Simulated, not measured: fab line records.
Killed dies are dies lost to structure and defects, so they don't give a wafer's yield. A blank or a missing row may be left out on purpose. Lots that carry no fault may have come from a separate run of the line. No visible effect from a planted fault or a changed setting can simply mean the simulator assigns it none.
Which of the tools did it? + flow nandHarc + 41 wafers from 14 lots sampled at 5 of the route's 1302 steps

WHAT THE GAUGES SHOWED, per wafer
NHARC_A_ONON_D2_THK_MEAS_02: measures by ellipsometry. Usual: thkNm reads 997 nm (standard deviation 9.6).
| lot  | measured     | on           | thkNm (nm)     | flag |
|------|--------------|--------------|----------------|------|
| L775 | day 12 02:50 | filmMetro-01 | 993 993 994    |      |
| L776 | day 13 00:10 | filmMetro-02 | 1005 1006 1007 |      |
| L778 | day 13 16:02 | filmMetro-01 | 1007 1007 1008 |      |
| L779 | day 14 02:52 | filmMetro-01 | 1002 999 1001  |      |
| L780 | day 14 14:56 | filmMetro-02 | 1008 1008 1005 |      |
| L781 | day 14 23:58 | filmMetro-02 | 1885 1007 1005 | OFF  |
| L782 | day 15 02:34 | filmMetro-02 | 992 990 991    |      |
| L784 | day 16 03:35 | filmMetro-01 | 1878 1000      | OFF  |
| L792 | day 19 09:17 | filmMetro-02 | 981 981 981    |      |
| L793 | day 20 06:52 | filmMetro-02 | 972 972 974    |      |
| L795 | day 20 19:54 | filmMetro-01 | 1000 999 1000  |      |
| L794 | day 20 19:55 | filmMetro-02 | 1006 1005 1003 |      |
| L796 | day 21 10:17 | filmMetro-01 | 1000 998 1001  |      |
| L798 | day 22 05:46 | filmMetro-01 | 989 989 987    |      |

NHARC_END_SORT_01. Usual: killedAtArray 54, standard deviation 17; killedAtOther 1.0, standard deviation 1.4; killedAtPeriphery 3.6, standard deviation 2.1; killedDies 58, standard deviation 17; killedOpen 3.2, standard deviation 2; killedShort 2.5, standard deviation 1.5.
| lot  | measured     | on        | killedAtArray | killedAtOther | killedAtPeriphery | killedDies | killedOpen | killedShort | flag |
|------|--------------|-----------|---------------|---------------|-------------------|------------|------------|-------------|------|
| L781 | day 27 05:40 | prober-01 | 672 83 86     | 1 1 3         | 4 1 3             | 677 85 92  | 3 3 2      | 3 2 2       | OFF  |
| L784 | day 27 15:04 | prober-02 | 675 55        | 0 1           | 2 5               | 677 61     | 6 0        | 5 0         | OFF  |

WHAT TOOL EACH LOT RAN ON (gives the tool, then ch and the chambers of the sampled wafers, and finally the start)
| lot  | NHARC_A_CHANNEL_FILL_D1_STRIP_28  | NHARC_A_CHANNEL_FILL_D1_CMP_10 | NHARC_A_ONON_D2_DEP_00          |
|------|-----------------------------------|--------------------------------|---------------------------------|
| L775 | rieDiel-08 ch 0,1,2, day 9 15:32  | cmp-02 ch 0,1,2, day 10 14:50  | pecvdOnon-03 ch 0, day 12 02:20 |
| L776 | rieDiel-03 ch 2,3, day 10 11:37   | cmp-02 ch 0,1, day 11 13:01    | pecvdOnon-03 ch 0, day 12 23:40 |
| L778 | rieDiel-01 ch 0,1,2, day 11 05:04 | cmp-03 ch 0,2,3, day 12 06:31  | pecvdOnon-04 ch 0, day 13 15:31 |
| L779 | rieDiel-01 ch 0,1,2, day 11 10:43 | cmp-04 ch 0,1,3, day 12 16:10  | pecvdOnon-03 ch 0, day 14 02:32 |
| L780 | rieDiel-08 ch 0,1,3, day 12 02:07 | cmp-02 ch 1,2,3, day 13 02:37  | pecvdOnon-03 ch 0, day 14 14:26 |
| L781 | rieDiel-01 ch 0,1,2, day 12 11:06 | cmp-03 ch 1,2,3, day 13 10:24  | pecvdOnon-03 ch 0, day 14 23:27 |
| L782 | rieDiel-01 ch 0,1,3, day 12 16:08 | cmp-04 ch 0,1,3, day 13 15:35  | pecvdOnon-01 ch 0, day 15 02:10 |
| L784 | rieDiel-08 ch 1,2, day 13 15:08   | cmp-04 ch 0,2, day 14 16:10    | pecvdOnon-03 ch 0, day 16 03:08 |
| L792 | rieDiel-08 ch 0,1,2, day 16 22:11 | cmp-03 ch 0,2,3, day 17 21:28  | pecvdOnon-03 ch 0, day 19 08:47 |
| L793 | rieDiel-08 ch 0,1, day 17 13:05   | cmp-04 ch 1,2,3, day 18 13:19  | pecvdOnon-03 ch 0, day 20 06:21 |
| L795 | rieDiel-03 ch 0,2,3, day 18 06:59 | cmp-03 ch 0,2, day 19 07:46    | pecvdOnon-04 ch 0, day 20 19:31 |
| L794 | rieDiel-08 ch 0,2, day 18 07:09   | cmp-04 ch 0,3, day 19 07:46    | pecvdOnon-03 ch 0, day 20 19:27 |
| L796 | rieDiel-03 ch 1,2,3, day 18 21:22 | cmp-04 ch 0,1, day 19 21:27    | pecvdOnon-03 ch 0, day 21 09:50 |
| L798 | rieDiel-03 ch 2,3, day 19 17:16   | cmp-02 ch 1,2,3, day 20 20:16  | pecvdOnon-03 ch 0, day 22 05:16 |
- NHARC_A_CHANNEL_FILL_D1_STRIP_28: strips in O2, time 20 s.
- NHARC_A_CHANNEL_FILL_D1_CMP_10: polishes, target thk 150 nm.
- NHARC_A_ONON_D2_DEP_00: target thk 1000 nm.

AS READ BY THE TOOLS THEMSELVES (means over the sampled wafers that have a number; for cases with no such wafer, the mark the record gives instead)
NHARC_A_CHANNEL_FILL_D1_STRIP_28. Usual: drypumpMotorCurrentA 5.4 A, standard deviation 0.48; oesProductAu 1.006 a.u., standard deviation 0.011; rfVppV 57.8 V, standard deviation 0.94; showerheadPlenumPTorr 3.54 Torr, standard deviation 0.18; throttleValvePct 17.036 %, standard deviation 0.0083.
| lot  | tool       | drypumpMotorCurrentA (A) | oesProductAu (a.u.) | rfVppV (V) | showerheadPlenumPTorr (Torr) | throttleValvePct (%) | flag |
|------|------------|--------------------------|---------------------|------------|------------------------------|----------------------|------|
| L775 | rieDiel-08 | 5.4                      | 1.012               | 57.6       | 3.43                         | 17.035               |      |
| L776 | rieDiel-03 | 6.0                      | 1.000               | 59.2       | 3.75                         | 17.035               |      |
| L778 | rieDiel-01 | 5.3                      | 1.012               | 57.1       | 3.53                         | 17.039               |      |
| L779 | rieDiel-01 | 5.3                      | 1.005               | 57.9       | 3.53                         | 17.035               |      |
| L780 | rieDiel-08 | 5.2                      | 1.009               | 56.7       | 3.42                         | 17.036               |      |
| L781 | rieDiel-01 | 5.4                      | 1.009               | 57.6       | 3.53                         | 17.039               |      |
| L782 | rieDiel-01 | 5.0                      | 1.009               | 57.5       | 3.68                         | 17.033               |      |
| L784 | rieDiel-08 | 5.2                      | 1.006               | 56.6       | 3.48                         | 17.034               |      |
| L792 | rieDiel-08 | 5.4                      | 1.007               | 58.2       | 3.42                         | 17.038               |      |
| L793 | rieDiel-08 | 5.6                      | 1.018               | 57.0       | 3.32                         | 17.039               |      |
| L795 | rieDiel-03 | 5.7                      | 1.002               | 57.1       | 3.62                         | 17.039               |      |
| L794 | rieDiel-08 | 5.6                      | 1.006               | 58.4       | 3.52                         | 17.033               |      |
| L796 | rieDiel-03 | 6.1                      | 1.011               | 57.6       | 3.61                         | 17.045               |      |
| L798 | rieDiel-03 | 6.0                      | 1.009               | 57.8       | 3.75                         | 17.027               |      |

NHARC_A_CHANNEL_FILL_D1_CMP_10. Usual: edgeZonePressureFrac 1.000, standard deviation 0.0049; motorCurrentA 11.8 A, standard deviation 1.2; timeToEndpointS 14.8 s, standard deviation 2.3.
| lot  | tool   | edgeZonePressureFrac | motorCurrentA (A) | timeToEndpointS (s) | flag |
|------|--------|----------------------|-------------------|---------------------|------|
| L775 | cmp-02 | 0.996                | 11.6              | 15.7                |      |
| L776 | cmp-02 | 0.998                | 10.5              | 15.6                |      |
| L778 | cmp-03 | 0.998                | 12.2              | 15.4                |      |
| L779 | cmp-04 | 0.995                | 11.4              | 14.0                |      |
| L780 | cmp-02 | 0.996                | 12.5              | 17.4                |      |
| L781 | cmp-03 | 1.001                | 12.1              | 15.4                |      |
| L782 | cmp-04 | 0.999                | 11.2              | 12.6                |      |
| L784 | cmp-04 | 1.000                | 12.3              | 14.3                |      |
| L792 | cmp-03 | 1.000                | 11.8              | 15.0                |      |
| L793 | cmp-04 | 1.001                | 11.1              | 14.0                |      |
| L795 | cmp-03 | 0.998                | 12.5              | 13.8                |      |
| L794 | cmp-04 | 1.003                | 11.2              | 15.2                |      |
| L796 | cmp-04 | 1.000                | 12.0              | 18.2                |      |
| L798 | cmp-02 | 1.001                | 12.4              | 17.0                |      |

THE ANSWER, worked out from the rows above alone
Rule: take the mean of a lot's wafers that have a number; if it is more than 3 standard deviations from the usual mean, the lot is off. Also off: a lot with no number at a reading for which 4 or more lots have one. Any other lot the step has rows for is counted as sound. The gauges are gone through in route order, then the tools' own readings, and for those a lot's mean is taken as printed above. The first step at which some lot is off is used, and at that step the reading that is off furthest; a lot without a number counts as furthest.
Off: L781, L784 (NHARC_A_ONON_D2_THK_MEAS_02, thkNm).
A tool fits if, at a process step before that reading, it ran every lot that is off, and no sound lot after the first of them. Not tried: the gauges at NHARC_A_ONON_D2_THK_MEAS_02; whatever is off there is also off at NHARC_END_SORT_01, on other tools, and gauge error can't account for it. Of those tried, none fits.

WHAT THE SIMULATOR HAD INSERTED
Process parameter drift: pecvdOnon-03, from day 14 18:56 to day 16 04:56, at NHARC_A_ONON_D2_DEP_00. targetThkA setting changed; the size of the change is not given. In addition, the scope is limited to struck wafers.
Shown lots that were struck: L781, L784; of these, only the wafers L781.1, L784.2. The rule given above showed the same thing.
